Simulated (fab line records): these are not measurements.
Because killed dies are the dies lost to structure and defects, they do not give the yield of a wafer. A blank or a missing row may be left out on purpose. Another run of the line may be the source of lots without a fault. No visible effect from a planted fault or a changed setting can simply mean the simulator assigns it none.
What tool caused it? | flow nand-harc | 11 lots, 33 wafers sampled, at 5 steps of a route of 1302

== WHAT EACH GAUGE READ, for each wafer ==
NHARC_A_SIN_REMOVE_INSPECT_04. Usual: 394 for raw-defect-count, sd 100.
lot  | measured     | on                | raw-defect-count | flag
L142 | day 20 16:43 | defect-inspect-01 | 1044 481 546     |
L141 | day 21 00:53 | defect-inspect-01 | 436 530 352      |
L152 | day 24 15:27 | defect-inspect-02 | 368 388 398      |
L153 | day 25 05:55 | defect-inspect-01 | 294 311 310      |
L154 | day 26 13:17 | defect-inspect-02 | 479 374 400      |
L157 | day 27 11:23 | defect-inspect-02 | 409 337 467      |
L160 | day 28 02:35 | defect-inspect-02 | 403 384 427      |
L159 | day 28 02:35 | defect-inspect-01 | 270 363 336      |
L161 | day 28 19:31 | defect-inspect-02 | 402 328 416      |
L163 | day 29 03:30 | defect-inspect-01 | 364 268 306      |
L162 | day 29 08:26 | defect-inspect-02 | 349 292 336      |

NHARC_END_SORT_01. Usual: killed-at-array 63, standard deviation 17; killed-at-other 0.8, standard deviation 1.1; killed-at-periphery 3.5, standard deviation 3; killed-dies 67, standard deviation 17; killed-open 3.1, standard deviation 1.6; killed-short 2.6, standard deviation 1.4.
lot  | measured     | on        | killed-at-array | killed-at-other | killed-at-periphery | killed-dies | killed-open | killed-short | flag
L157 | day 31 14:28 | prober-02 | 57 69 76        | 0 0 0           | 6 1 4               | 63 70 80    | 3 5 1       | 2 3 4        |
L161 | day 33 03:55 | prober-02 | 61 72 59        | 1 0 0           | 4 2 5               | 66 74 64    | 6 1 2       | 4 5 3        |

== TOOL THAT RAN EACH LOT (tool first, then ch and the chambers of the sampled wafers, then the start) ==
lot  | NHARC_A_SLIT_DESCUM_14             | NHARC_A_WL_FILL_ETCHBACK_04       | NHARC_A_WL_FILL_STRIP_29
L142 | rie-diel-10 ch 1,2,3, day 20 04:01 | rie-metal-01 ch 1, day 20 19:38   | rie-diel-12 ch 0,1,3, day 21 08:35
L141 | rie-diel-02 ch 1,2, day 20 10:47   | rie-metal-03 ch 0,1, day 21 02:15 | rie-diel-12 ch 0,1,3, day 21 13:59
L152 | rie-diel-07 ch 1,2,3, day 24 02:42 | rie-metal-03 ch 1, day 24 17:03   | rie-diel-04 ch 0,1,3, day 25 05:50
L153 | rie-diel-02 ch 1,2,3, day 24 15:28 | rie-metal-03 ch 0,1, day 25 07:18 | rie-diel-04 ch 0,1,3, day 25 18:16
L154 | rie-diel-02 ch 0,1,3, day 25 23:47 | rie-metal-01 ch 0,1, day 26 14:38 | rie-diel-05 ch 0,2, day 27 01:40
L157 | rie-diel-10 ch 0,1, day 26 23:36   | rie-metal-01 ch 0,1, day 27 13:08 | rie-diel-05 ch 2,3, day 27 23:47
L160 | rie-diel-10 ch 0,1, day 27 10:01   | rie-metal-02 ch 1, day 28 04:16   | rie-diel-05 ch 1,2, day 28 17:37
L159 | rie-diel-07 ch 0,1,3, day 27 10:11 | rie-metal-03 ch 0,1, day 28 04:14 | rie-diel-12 ch 0,1,2, day 28 18:48
L161 | rie-diel-10 ch 1,2, day 28 02:49   | rie-metal-01 ch 0,1, day 28 20:51 | rie-diel-05 ch 1,2,3, day 29 07:21
L163 | rie-diel-02 ch 1,2,3, day 28 14:28 | rie-metal-03 ch 0,1, day 29 04:53 | rie-diel-04 ch 0,1,3, day 29 15:58
L162 | rie-diel-07 ch 1,2, day 28 15:42   | rie-metal-02 ch 0,1, day 29 09:49 | rie-diel-04 ch 0,1, day 29 20:50
- NHARC_A_SLIT_DESCUM_14: chemistry O2, time 3 s.
- NHARC_A_WL_FILL_ETCHBACK_04: etches the open film in NF3, target depth 60 nm, time 120 s.
- NHARC_A_WL_FILL_STRIP_29: strips in O2, time 20 s.

== AS READ BY THE TOOLS THEMSELVES (means over the sampled wafers that have a number; for cases with no such wafer, the mark the record gives instead) ==
NHARC_A_SLIT_DESCUM_14. Usual: value, then standard deviation, for each; drypump-motor-current-A 5.6 A / 0.42; mfc-ar-sccm 0.009 sccm / 0.014; o2-flow-sccm 199.9 sccm / 0.65; oes-product-au 0.999 a.u. / 0.011; rf-vpp-V 57.8 V / 0.9; showerhead-plenum-p-Torr 1.91 Torr / 0.079; throttle-valve-pct 11.312 % / 0.0087.
lot  | tool        | drypump-motor-current-A (A) | mfc-ar-sccm (sccm) | o2-flow-sccm (sccm) | oes-product-au (a.u.) | rf-vpp-V (V) | showerhead-plenum-p-Torr (Torr) | throttle-valve-pct (%) | flag
L142 | rie-diel-10 | 5.5                         | 0.000              | 200.1               | 1.004                 | 57.6         | 1.93                            | 11.309                 |
L141 | rie-diel-02 | 5.3                         | 0.000              | 199.0               | 0.991                 | 58.6         | 1.90                            | 11.317                 |
L152 | rie-diel-07 | 5.9                         | 0.003              | 200.7               | 1.004                 | 57.9         | 1.97                            | 11.303                 |
L153 | rie-diel-02 | 5.5                         | 0.013              | 199.7               | 0.998                 | 58.0         | 1.90                            | 11.317                 |
L154 | rie-diel-02 | 5.6                         | 0.014              | 200.2               | 1.003                 | 58.3         | 1.90                            | 11.316                 |
L157 | rie-diel-10 | 5.8                         | 0.016              | 199.2               | 0.994                 | 56.9         | 1.84                            | 11.299                 |
L160 | rie-diel-10 | 5.9                         | 0.016              | 200.0               | 0.998                 | 56.8         | 1.84                            | 11.307                 |
L159 | rie-diel-07 | 6.1                         | 0.004              | 199.4               | 0.982                 | 57.5         | 1.93                            | 11.305                 |
L161 | rie-diel-10 | 5.1                         | 0.000              | 200.3               | 0.998                 | 58.1         | 2.00                            | 11.311                 |
L163 | rie-diel-02 | 5.5                         | 0.013              | 199.7               | 1.004                 | 58.2         | 1.90                            | 11.311                 |
L162 | rie-diel-07 | 5.8                         | 0.007              | 199.4               | 0.996                 | 58.2         | 2.05                            | 11.309                 |

NHARC_A_WL_FILL_ETCHBACK_04. Usual: drypump-motor-current-A 5.9 A, standard deviation 0.57; oes-product-au 0.997 a.u., standard deviation 0.0081; run-length-s 141.2 s, standard deviation 0.35.
lot  | tool         | drypump-motor-current-A (A) | oes-product-au (a.u.) | run-length-s (s) | flag
L142 | rie-metal-01 | 6.2                         | 1.009                 | 141.3            |
L141 | rie-metal-03 | 6.2                         | 0.989                 | 141.4            |
L152 | rie-metal-03 | 6.6                         | 0.986                 | 150.6            | OFF
L153 | rie-metal-03 | 6.2                         | 0.989                 | 145.9            | OFF
L154 | rie-metal-01 | 5.7                         | 0.996                 | 140.9            |
L157 | rie-metal-01 | 5.9                         | 0.994                 | 141.2            |
L160 | rie-metal-02 | 5.5                         | 1.003                 | 141.2            |
L159 | rie-metal-03 | 6.2                         | 0.991                 | 141.3            |
L161 | rie-metal-01 | 6.0                         | 0.993                 | 141.1            |
L163 | rie-metal-03 | 6.4                         | 0.989                 | 141.3            |
L162 | rie-metal-02 | 5.4                         | 1.011                 | 141.3            |

NHARC_A_WL_FILL_STRIP_29. Usual: value, then standard deviation, for each; drypump-motor-current-A 5.7 A / 0.41; mfc-ar-sccm 0.009 sccm / 0.012; o2-flow-sccm 499.9 sccm / 1.5; oes-product-au 1.000 a.u. / 0.0099; rf-vpp-V 57.7 V / 1; showerhead-plenum-p-Torr 3.56 Torr / 0.12; throttle-valve-pct 17.037 % / 0.0089.
lot  | tool        | drypump-motor-current-A (A) | mfc-ar-sccm (sccm) | o2-flow-sccm (sccm) | oes-product-au (a.u.) | rf-vpp-V (V) | showerhead-plenum-p-Torr (Torr) | throttle-valve-pct (%) | flag
L142 | rie-diel-12 | 5.7                         | 0.016              | 498.5               | 1.000                 | 58.2         | 3.54                            | 17.039                 |
L141 | rie-diel-12 | 5.7                         | 0.016              | 499.0               | 1.002                 | 58.2         | 3.54                            | 17.043                 |
L152 | rie-diel-04 | 5.6                         | 0.011              | 499.7               | 1.002                 | 58.6         | 3.65                            | 17.037                 |
L153 | rie-diel-04 | 5.7                         | 0.011              | 498.4               | 0.998                 | 57.6         | 3.65                            | 17.039                 |
L154 | rie-diel-05 | 5.2                         | 0.000              | 500.7               | 0.992                 | 57.2         | 3.44                            | 17.045                 |
L157 | rie-diel-05 | 5.9                         | 0.000              | 499.8               | 1.006                 | 57.5         | 3.64                            | 17.033                 |
L160 | rie-diel-05 | 5.8                         | 0.023              | 501.4               | 0.999                 | 58.1         | 3.43                            | 17.037                 |
L159 | rie-diel-12 | 5.5                         | 0.006              | 499.5               | 1.012                 | 57.4         | 3.44                            | 17.035                 |
L161 | rie-diel-05 | 5.9                         | 0.012              | 500.3               | 0.986                 | 58.0         | 3.53                            | 17.039                 |
L163 | rie-diel-04 | 5.6                         | 0.011              | 498.8               | 1.003                 | 57.7         | 3.65                            | 17.030                 |
L162 | rie-diel-04 | 5.8                         | 0.019              | 498.7               | 0.997                 | 57.6         | 3.61                            | 17.038                 |

== THE ANSWER, worked out from the rows above alone ==
Rule: take the mean of a lot's wafers that have a number; if it is more than 3 standard deviations from the usual mean, the lot is off. A lot without any number at a reading at which 4 lots or more have one is off too. The other lots that the step has rows for count as sound. The gauges are gone through in route order, then the tools' own readings, and for those a lot's mean is taken as printed above. At the first step where some lot is off, the reading lying furthest off is the one used; lots without a number count as furthest.
Off, at NHARC_A_WL_FILL_ETCHBACK_04 on run-length-s: L152, L153.
If a tool, at that step or one of the process steps before it, ran each lot that is off and ran no sound lot following the first of them, it fits. None of those tried fits.

== WHAT WAS PUT IN BY THE SIMULATOR ==
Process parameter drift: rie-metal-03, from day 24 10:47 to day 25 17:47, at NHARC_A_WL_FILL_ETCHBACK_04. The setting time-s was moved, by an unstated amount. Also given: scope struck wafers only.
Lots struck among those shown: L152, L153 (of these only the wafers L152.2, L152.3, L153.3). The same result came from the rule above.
